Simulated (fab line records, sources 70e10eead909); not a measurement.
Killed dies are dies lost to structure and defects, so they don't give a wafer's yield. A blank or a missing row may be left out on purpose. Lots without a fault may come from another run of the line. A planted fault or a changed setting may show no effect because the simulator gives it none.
Chamber matching | flow nand_harc | NHARC_P_CONTACT_ALD_22 on ald_metal-02: 4 sister chambers
The step deposits TiN, target thk 3 nm, pulse time 1 s, ald cycles 150. 4 wafers are shown with their chamber, then 6 later ones without.

WAFERS WITH THEIR CHAMBER
wafer  | chamber | heater_power_w (W)
L129.5 | 1       | 1331
L131.1 | 0       | 1032
L131.2 | 3       | 837
L133.6 | 2       | 1106

WAFERS WITHOUT THEIR CHAMBER
wafer  | heater_power_w (W)
L135.1 | 1156
L135.2 | 846
L135.4 | 1351
L145.2 | 1399
L145.3 | 1135
L145.4 | 851

WHICH CHAMBER EACH WENT THROUGH
wafer  | from the rows above     | in truth
L135.1 | can't be placed: 2 or 0 | 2
L135.2 | 3                       | 3
L135.4 | 1                       | 1
L145.2 | 1                       | 1
L145.3 | can't be placed: 2 or 0 | 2
L145.4 | 3                       | 3
Placed correctly: 4 of 6. Can't be placed from these rows: 2 (the true chamber is among the candidates in 2). Placed wrongly: 0.
How it was worked out, from the rows above alone: a wafer's distance from a chamber is the root of the sum, over the readings, of the square of ((its reading less the chamber's mean) divided by the reading's scatter). The wafer belongs to the nearest chamber; if the next one is less than 2 further off, it can't be placed. A chamber's mean is the mean of its shown wafers. The scatter: with one shown wafer a chamber, the root of the mean of the squares of how far each hidden wafer lies from its nearest shown one.
